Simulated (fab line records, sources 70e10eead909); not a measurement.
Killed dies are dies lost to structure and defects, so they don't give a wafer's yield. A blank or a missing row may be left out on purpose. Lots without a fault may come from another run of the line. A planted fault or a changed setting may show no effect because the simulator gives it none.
fab line records | flow nand_harc
record lots=5 wafers=15 last_day=30
route steps=1302 shown P_CONTACT@241 P_M0@253 END@1302
lots that met no fault: from a run of the same line without faults
start_h: hours from the record's first day to the start of the lot's first wafer shown | wait_h: hours since the lot's step before | " the same as in the row above | L1.1+2: a row that stands for several wafers | - no value, or no start given | * or withheld: withheld | < > ~ a bound
route shown NAME@n: a module of which the file shows steps, and the number in the route of the first | usual: mean/standard deviation of fault-free wafers | same: alike in all rows | chamber/n: place in a boat | sites: the reading at each site | _std_site: their standard deviation | _edge_site: outer sites' mean less inner sites' | radius_mm: how far each site lies from the wafer's centre | mask NAME#n: copy n | behind: the tool/chamber that last shaped the wafer | hold: why the lot was held/for how many hours/how that ended | device: the transistor (n, p or np) that didn't switch | end of line: the same wafers' tests at the end of the route | a step without rows: its recipe alone | killed: dies lost to structure and defects at the first sort, not the wafer's yield | map: a wafer's dies, x killed, . not, _ none there
set.NAME: the setting as run; set.NAME@STEP: as run at that earlier step | model.NAME: the simulator's own value behind a step, which no gauge read
lots at some steps of the route; a table a step, a row a wafer
services: from which hour (start_h, from the record's first day; less than 0 if before it) a tool's chamber was out of use, for how many hours, and why
## steps
# step NHARC_P_CONTACT_CD_MEAS_19
# usual cd_nm=90.5/1.7
# columns lot.wafer tool chamber start_h wait_h cd_nm
L466.1 cd_sem-03 - 196.08 - 91.6
L466.2 " - " " 91.4
L466.5 " - " " 90.7
L468.1 cd_sem-02 - 214.12 - 89.0
L468.3 " - " " 87.7
L468.5 " - " " 89.5
L471.1 cd_sem-01 - 239.54 - 91.3
L471.2 " - " " 93.3
L471.4 " - " " 91.0
L472.3 cd_sem-03 - 261.71 - 91.5
L472.4 " - " " 88.6
L472.5 " - " " 89.7
L475.2 cd_sem-03 - 279.87 - 91.2
L475.4 " - " " 90.5
L475.6 " - " " 88.6
# step NHARC_P_CONTACT_STRIP_28
# recipe o2_flow_sccm=500 ar_flow_sccm=0 bias_w=0 chemistry=O2
# step NHARC_P_CONTACT_STRIP_29
# recipe time_s=1200 temp_c=72.5 chemistry=post_etch_residue_remover
# step NHARC_P_CONTACT_DEGAS_38
# recipe temp_c=300 time_s=60
# step NHARC_P_CONTACT_PRE_CLEAN_39
# recipe time_s=19.5 bias_v=250 gas=Ar
# step NHARC_P_CONTACT_PVD_32
# recipe target_thk_a=50 chamber_pressure_pa=5 power_w=5000 substrate_temp_c=200 time_s=17.7 material=Ti
# step NHARC_P_CONTACT_ALD_22
# recipe target_thk_a=30 pulse_time_s=1 ald_cycles=150 temp_c=450 material=TiN
# step NHARC_P_CONTACT_CVD_23
# recipe target_thk_a=2000 temp_c=300 pressure_torr=40 wf6_flow_sccm=40 h2_flow_sccm=1600 ar_flow_sccm=1560 time_s=557 material=W
# step NHARC_P_CONTACT_CMP_24
# recipe t_overpolish_s=30 target_thk_nm=200
# step NHARC_P_CONTACT_SRD_26
# step NHARC_P_CONTACT_INSPECT_27
# usual raw_defect_count=308/130
# columns lot.wafer tool chamber start_h wait_h raw_defect_count
L466.1 defect_inspect-01 - 198.30 0.1 164
L466.2 " - " " 279
L466.5 " - " " 212
L468.1 defect_inspect-01 - 216.32 0.1 264
L468.3 " - " " 317
L468.5 " - " " 431
L471.1 defect_inspect-02 - 241.75 0.1 370
L471.2 " - " " 603
L471.4 " - " " 470
L472.3 defect_inspect-01 - 263.96 0.1 228
L472.4 " - " " 311
L472.5 " - " " 367
L475.2 defect_inspect-02 - 282.08 0.1 183
L475.4 " - " " 162
L475.6 " - " " 248
# step NHARC_P_M0_DEP_00
# recipe target_thk_a=1500 target_thk_nm=150 temp_c=withheld pressure_torr=5 flow_sccm=200 rf_w=600 material=SiOC
# usual showerhead_vpp_V=1535/50
# columns lot.wafer tool chamber start_h wait_h showerhead_vpp_V
L466.1 pecvd-03 1 198.36 0.1 1606
L466.2 " 0 " " 1513
L466.5 " 0 " " 1503
L468.1 pecvd-03 1 216.44 0.1 1609
L468.3 " 2 " " 1452
L468.5 " 0 " " 1504
L471.2 pecvd-01 0 241.81 0.1 1562
L471.1 " 2 " " 1502
L471.4 " 2 " " 1504
L472.3 pecvd-01 1 264.12 0.2 1555
L472.4 " 0 " " 1579
L472.5 " 1 " " 1553
L475.2 pecvd-01 2 282.24 0.2 1532
L475.6 " 0 " " 1601
L475.4 " 1 " " 1577
# step NHARC_P_M0_DEHYDRATE_01
# recipe temp_c=150 time_s=120
# step NHARC_P_M0_HMDS_02
# recipe time_s=30
# step NHARC_P_M0_COAT_33
# recipe temp_c=200 time_s=65
# step NHARC_P_M0_COAT_03
# recipe spin_rpm=1500 resist_thk_nm=90
# step NHARC_P_M0_SOFTBAKE_04
# recipe temp_c=105 time_s=55
# step NHARC_P_M0_EBR_05
# step NHARC_P_M0_EXPOSE_06
# recipe na=1.35 target_cd_nm=90 dose_mj=81.28 mask_id=P_M0
# step NHARC_P_M0_PEB_07
# recipe peb_temp_c=100 peb_time_s=65
# step NHARC_P_M0_DEVELOP_08
# recipe develop_time_s=35 dev_temp_c=23
# step NHARC_P_M0_CD_MEAS_09
# recipe target_cd_nm=90 landing_energy_ev=500
# usual cd_nm=90.1/0.59
# columns lot.wafer tool chamber start_h wait_h cd_nm
L466.1 cd_sem-03 0 199.20 - 90.5
L466.2 " 0 " " 90.7
L466.5 " 0 " " 90.5
L468.1 cd_sem-02 0 217.22 - 88.9
L468.3 " 0 " " 89.4
L468.5 " 0 " " 90.3
L471.1 cd_sem-01 0 242.65 - 91.0
L471.2 " 0 " " 90.1
L471.4 " 0 " " 90.5
L472.3 cd_sem-03 0 264.87 - 90.6
L472.4 " 0 " " 90.1
L472.5 " 0 " " 90.9
L475.2 cd_sem-01 0 282.86 - 89.6
L475.4 " 0 " " 89.7
L475.6 " 0 " " 89.0
# step NHARC_P_M0_OVL_MEAS_10
# recipe pitch_nm=180
# usual overlay_x_nm=-0.1/1 overlay_y_nm=0.0/0.78
# columns lot.wafer tool chamber start_h wait_h overlay_x_nm overlay_y_nm
L466.1 overlay-02 - 199.29 - -1.1 -0.1
L466.2 " - " " -0.8 0.0
L466.5 " - " " -0.6 -0.8
L468.1 overlay-01 - 217.31 - -1.6 0.7
L468.3 " - " " -1.3 0.8
L468.5 " - " " -0.9 1.0
L471.1 overlay-02 - 242.74 - 0.6 1.3
L471.2 " - " " 0.0 1.1
L471.4 " - " " 0.7 1.6
L472.3 overlay-01 - 264.95 - -0.2 0.8
L472.4 " - " " -0.3 0.3
L472.5 " - " " -0.6 0.5
L475.2 overlay-02 - 282.95 - -0.3 -0.9
L475.4 " - " " -1.1 -0.9
L475.6 " - " " -1.0 -1.0
# step NHARC_P_M0_INSPECT_11
# usual raw_defect_count=4.8/2.8
# columns lot.wafer tool chamber start_h wait_h raw_defect_count
L466.1 defect_inspect-02 - 199.32 0.0 4
L466.2 " - " " 5
L466.5 " - " " 5
L468.1 defect_inspect-01 - 217.35 0.0 3
L468.3 " - " " 4
L468.5 " - " " 4
L471.1 defect_inspect-01 - 242.78 0.0 1
L471.2 " - " " 4
L471.4 " - " " 3
L472.3 defect_inspect-01 - 264.99 0.0 4
L472.4 " - " " 1
L472.5 " - " " 0
L475.2 defect_inspect-02 - 282.98 0.0 5
L475.4 " - " " 4
L475.6 " - " " 2
# step NHARC_P_M0_DESCUM_14
# recipe time_s=3 o2_flow_sccm=200 ar_flow_sccm=0 bias_power_w=0 chemistry=O2
# step NHARC_P_M0_ETCH_34
# recipe target_depth_a=400 overetch_a=120 time_s=43.94 ion_energy_ev=200 n2_flow_sccm=150 h2_flow_sccm=150 ar_flow_sccm=0 rf_w=400 bias_w=150 chemistry=N2/H2
# usual drypump_motor_current_A=5.8/0.38 oes_product_au=1.004/0.009 rf_vpp_V=431/3.4 showerhead_plenum_p_Torr=2.05/0.12 throttle_valve_pct=14.171/0.0091
# columns lot.wafer tool chamber start_h wait_h drypump_motor_current_A oes_product_au rf_hours_counter_h rf_vpp_V showerhead_plenum_p_Torr throttle_valve_pct
L466.1 rie_diel-12 2 199.56 0.2 6.2 1.012 30 429 1.98 14.178
L466.2 " 0 " " 5.9 0.987 37 426 1.89 14.175
L466.5 " 0 " " 5.9 0.989 - 426 1.89 14.184
L468.3 rie_diel-05 1 217.50 0.1 6.5 0.998 25 434 2.17 14.157
L468.1 " 2 " " 5.7 1.010 26 427 1.88 14.156
L468.5 " 3 " " 5.9 1.012 - 433 2.09 14.163
L471.2 rie_diel-05 2 242.93 0.1 5.7 1.014 1 426 1.88 14.181
L471.1 " 3 " " 5.9 1.003 0 432 2.09 14.174
L471.4 " 0 " " 5.5 1.007 1 433 2.18 14.183
L472.4 rie_diel-06 0 265.14 0.1 5.6 1.005 48 430 1.98 14.168
L472.3 " 1 " " 5.7 0.991 46 432 2.05 14.172
L472.5 " 3 " " 5.9 1.008 - 428 1.98 14.172
L475.2 rie_diel-05 0 283.17 0.1 5.4 1.017 5 434 2.18 14.164
L475.4 " 2 " " 5.7 1.009 8 428 1.88 14.168
L475.6 " 0 " " 5.4 1.017 - 434 2.18 14.166
# step NHARC_P_M0_ETCH_15
# recipe target_depth_a=1500 overetch_a=150 time_s=82.5 c4f8_flow_sccm=withheld ar_flow_sccm=400 rf_w=600 bias_w=300 chemistry=C4F8/Ar
# step NHARC_P_M0_CD_MEAS_16
# usual cd_nm=90.0/0.79
# columns lot.wafer tool chamber start_h wait_h cd_nm
L466.1 cd_sem-01 - 199.80 - 89.9
L466.2 " - " " 91.0
L466.5 " - " " 90.2
L468.1 cd_sem-02 - 217.78 - 88.6
L468.3 " - " " 89.1
L468.5 " - " " 89.5
L471.1 cd_sem-03 - 243.14 - 90.2
L471.2 " - " " 89.9
L471.4 " - " " 91.1
L472.3 cd_sem-02 - 265.35 - 90.0
L472.4 " - " " 89.7
L472.5 " - " " 91.0
L475.2 cd_sem-01 - 283.43 - 88.6
L475.4 " - " " 89.8
L475.6 " - " " 88.4
# step NHARC_P_M0_STRIP_18
# recipe power_w=1000 n2_flow_sccm=150 h2_flow_sccm=150 ar_flow_sccm=0 bias_w=0 chemistry=N2/H2
# usual drypump_motor_current_A=5.9/0.37 oes_product_au=1.004/0.0096 rf_vpp_V=90.8/1.2 showerhead_plenum_p_Torr=2.04/0.12 throttle_valve_pct=14.171/0.0085
# columns lot.wafer tool chamber start_h wait_h drypump_motor_current_A oes_product_au rf_hours_counter_h rf_vpp_V showerhead_plenum_p_Torr throttle_valve_pct
L466.1 rie_diel-12 2 199.91 0.1 6.2 0.997 30 89.8 1.98 14.170
L466.2 " 3 " " 5.8 1.000 32 89.1 1.90 14.180
L466.5 " 3 " " 5.8 1.017 - 90.2 1.90 14.170
L468.1 rie_diel-05 2 217.88 0.1 5.7 1.012 26 90.3 1.88 14.179
L468.3 " 3 " " 5.9 1.006 27 89.4 2.09 14.161
L468.5 " 1 " " 6.6 0.988 - 90.9 2.17 14.160
L471.2 rie_diel-05 2 243.24 0.1 5.7 1.006 1 90.5 1.88 14.164
L471.4 " 3 " " 5.8 0.999 0 91.6 2.09 14.188
L471.1 " 0 " " 5.5 1.003 1 92.7 2.18 14.172
L472.4 rie_diel-12 0 265.42 0.1 5.9 0.988 60 88.7 1.88 14.169
L472.3 " 2 " " 6.2 1.011 57 90.7 1.97 14.178
L472.5 " 0 " " 5.9 0.977 - 89.4 1.88 14.182
L475.2 rie_diel-05 0 283.56 0.1 5.5 1.016 6 91.3 2.18 14.171
L475.4 " 1 " " 6.6 0.998 8 92.2 2.17 14.173
L475.6 " 3 " " 5.9 1.002 - 92.4 2.09 14.177
# step NHARC_P_M0_STRIP_19
# recipe time_s=600 temp_c=30 chemistry=post_etch_residue_remover
# step NHARC_P_M0_DEGAS_28
# recipe temp_c=250 time_s=60
# step NHARC_P_M0_PRE_CLEAN_29
# recipe time_s=30 temp_c=280 gas=H2/He
# usual heater_power_w=396/33
# columns lot.wafer tool chamber start_h wait_h heater_power_w
L466.1 pvd_sputter-02 - - - 422
L466.2 " - " " 424
L466.5 " - " " 372
L468.3 pvd_sputter-02 - - - 368
L468.1 " - " " 412
L468.5 " - " " 428
L471.2 pvd_sputter-02 - - - 418
L471.4 " - " " 363
L471.1 " - " " 340
L472.3 pvd_sputter-03 - - - 388
L472.4 " - " " 411
L472.5 " - " " 385
L475.4 pvd_sputter-03 - - - 400
L475.2 " - " " 412
L475.6 " - " " 386
# step NHARC_P_M0_PVD_20
# recipe target_thk_a=50 bias_v=168.6 power_w=15000 chamber_pressure_pa=0.12 time_s=8.06 substrate_temp_c=50 material=TaN
# step NHARC_P_M0_PVD_21
# recipe target_thk_a=300 chamber_pressure_pa=5 power_w=5000 substrate_temp_c=30 time_s=20.49 material=Cu
# usual throttle_valve_pct=30.2/0.93
# columns lot.wafer tool chamber start_h wait_h throttle_valve_pct
L466.2 pvd_sputter-02 - - - 30.6
L466.1 " - " " 28.8
L466.5 " - " " 30.8
L468.1 pvd_sputter-02 - - - 30.7
L468.3 " - " " 31.6
L468.5 " - " " 30.4
L471.2 pvd_sputter-02 - - - 30.6
L471.1 " - " " 30.7
L471.4 " - " " 28.9
L472.4 pvd_sputter-03 - - - 30.7
L472.3 " - " " 29.3
L472.5 " - " " 29.6
L475.4 pvd_sputter-03 - - - 30.5
L475.2 " - " " 29.1
L475.6 " - " " 30.6
# step NHARC_P_M0_ECD_22
# recipe target_thk_a=4000 bath_temp_c=25 material=Cu
# step NHARC_P_M0_ANNEAL_30
# recipe temp_c=225 time_s=90
# usual wafer_temp_C_max=226.1/0.31
# columns lot.wafer tool chamber start_h wait_h wafer_temp_C_max
L466.1 rtp_anneal-02 0 201.23 - 225.6
L466.2 " 0 " " 226.1
L466.5 " 0 " " 225.9
L468.1 rtp_anneal-02 0 219.15 0.3 226.1
L468.3 " 0 " " 226.0
L468.5 " 0 " " 226.1
L471.1 rtp_anneal-02 0 244.51 - 225.5
L471.2 " 0 " " 225.4
L471.4 " 0 " " 225.6
L472.3 rtp_anneal-01 0 266.81 0.3 226.6
L472.4 " 0 " " 225.9
L472.5 " 0 " " 226.2
L475.2 rtp_anneal-01 0 284.84 0.3 226.4
L475.4 " 0 " " 226.0
L475.6 " 0 " " 226.1
# step NHARC_P_M0_CMP_23
# recipe t_overpolish_s=20 target_thk_nm=117.54
# step NHARC_P_M0_SRD_25
# step NHARC_P_M0_INSPECT_27
# usual raw_defect_count=286/110
# columns lot.wafer tool chamber start_h wait_h raw_defect_count
L466.1 defect_inspect-01 - 202.04 0.0 241
L466.2 " - " " 189
L466.5 " - " " 238
L468.1 defect_inspect-02 - 219.97 0.0 356
L468.3 " - " " 134
L468.5 " - " " 275
L471.1 defect_inspect-01 - 245.32 0.0 381
L471.2 " - " " 511
L471.4 " - " " 471
L472.3 defect_inspect-02 - 267.53 0.0 349
L472.4 " - " " 234
L472.5 " - " " 221
L475.2 defect_inspect-02 - 285.61 0.0 485
L475.4 " - " " 136
L475.6 " - " " 193
# step NHARC_END_SORT_01
# recipe temp_c=25
# usual defect_limited_yield=91.1/2.9 killed_at_array=55/20 killed_at_other=1.1/1.2 killed_at_periphery=3.8/2.8 killed_dies=60/19 killed_open=3.4/1.9 killed_short=2.2/1.5
# same gross_dies=677
# columns lot.wafer tool chamber start_h wait_h defect_limited_yield[%] killed_at_array killed_at_other killed_at_periphery killed_dies killed_open killed_short
L475.4 prober-01 0 707.64 3.4 0 58 0 619 677 3 1
# killed by level:class
L475.4 P_M0:area_dep=616 A_SLIT:chamber_film_flake=26 A_CHANNEL_HOLE_D2:chamber_film_flake=11 A_CHANNEL_HOLE_D1:chamber_film_flake=9 A_STAIRCASE:chamber_film_flake=3 A_CONTACT:chamber_film_flake=3 A_CHANNEL_FILL_D2:chamber_film_flake=2 P_M0:geometric_particle:open=1
# map L475.4 (x killed, . not)
____________x____________
_________xxxxxxx_________
_______xxxxxxxxxxx_______
______xxxxxxxxxxxxx______
_____xxxxxxxxxxxxxxx_____
____xxxxxxxxxxxxxxxxx____
____xxxxxxxxxxxxxxxxx____
___xxxxxxxxxxxxxxxxxxx___
___xxxxxxxxxxxxxxxxxxx___
__xxxxxxxxxxxxxxxxxxxxx__
__xxxxxxxxxxxxxxxxxxxxx__
_xxxxxxxxxxxxxxxxxxxxxxx_
_xxxxxxxxxxxxxxxxxxxxxxx_
_xxxxxxxxxxxxxxxxxxxxxxx_
_xxxxxxxxxxxxxxxxxxxxxxx_
_xxxxxxxxxxxxxxxxxxxxxxx_
xxxxxxxxxxxxxxxxxxxxxxxxx
xxxxxxxxxxxxxxxxxxxxxxxxx
xxxxxxxxxxxxxxxxxxxxxxxxx
xxxxxxxxxxxxxxxxxxxxxxxxx
xxxxxxxxxxxxxxxxxxxxxxxxx
_xxxxxxxxxxxxxxxxxxxxxxx_
_xxxxxxxxxxxxxxxxxxxxxxx_
_xxxxxxxxxxxxxxxxxxxxxxx_
_xxxxxxxxxxxxxxxxxxxxxxx_
_xxxxxxxxxxxxxxxxxxxxxxx_
__xxxxxxxxxxxxxxxxxxxxx__
__xxxxxxxxxxxxxxxxxxxxx__
___xxxxxxxxxxxxxxxxxxx___
___xxxxxxxxxxxxxxxxxxx___
____xxxxxxxxxxxxxxxxx____
____xxxxxxxxxxxxxxxxx____
_____xxxxxxxxxxxxxxx_____
______xxxxxxxxxxxxx______
_______xxxxxxxxxxx_______
_________xxxxxxx_________
____________x____________
# map L471.4 (x killed, . not)
____________.____________
_________.x....x_________
_______..x........_______
______......x.....x______
_____.....x........._____
____.x...............____
____.................____
___...................___
___...................___
__..........x..........__
__....x................__
_x.....x.....x.........._
_......x..x.x..........._
_......................._
_.x....................._
_......................._
.........x...............
...x.....x.............x.
.x.x.....................
x...x....................
.........................
_......................._
_...x..................._
_...x..................._
_......x................_
_.x....x...........x...._
__....x................__
__.x.............xx..x.__
___...................___
___.......x.......xx..___
____.............x...____
____.................____
_____x.....x........_____
______.x...........______
_______..........._______
_________......._________
____________.____________
## services
# columns tool chamber start_h hours kind
rie_diel-05 0 184.20 - clean
rie_diel-05 1 184.20 - clean
rie_diel-05 2 184.20 - clean
rie_diel-05 3 184.20 - clean
pecvd-03 - 185.00 13.0 pm
rie_diel-12 3 192.68 3.1 repair
rie_diel-06 3 195.66 2.8 repair
rie_diel-05 0 208.77 - clean
rie_diel-05 1 208.77 - clean
rie_diel-05 2 208.77 - clean
rie_diel-05 3 208.77 - clean
rie_diel-05 3 218.54 3.7 repair
pecvd-01 1 227.25 32.9 repair
rie_diel-05 - 229.61 9.0 pm
rie_diel-05 0 229.61 9.0 vent_cycle
rie_diel-12 - 242.81 0.4 repair
pecvd-01 0 242.97 6.8 repair
rie_diel-05 0 262.89 11.6 repair
rie_diel-12 - 268.49 9.0 pm
pvd_sputter-02 - 269.72 1.4 repair
rie_diel-06 1 277.30 2.3 repair
pecvd-03 - 279.55 16.2 repair
pvd_sputter-02 - 282.96 10.0 pm
rie_diel-06 1 283.67 51.5 repair
## key
first_sign step=NHARC_END_SORT_01 reading=killed_at_periphery direction=up sigmas=99+ usual=3.8 struck=619
effect step=NHARC_END_SORT_01 reading=defect_limited_yield direction=down sigmas=32 usual=91.1 struck=0
more_kills_born_at NHARC_P_M0_DEP_00@pecvd-01=616
met_at NHARC_P_M0_DEP_00
struck_wafers L475.4
later_rows_left_out L475.4
onset_between 264.12 282.24
fault kind=process_parameter_drift tool=pecvd-01 chamber=- onset_h=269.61 steps=NHARC_P_M0_DEP_00 channel=target_thk_nm offset=42.763 shape=step end_h=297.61 scope=struck_wafers_only acts_in=these_recipes_only stated=150
# later_rows_left_out: the simulator's readings of these wafers behind a module that went badly wrong aren't trusted and aren't shown, but for the sort
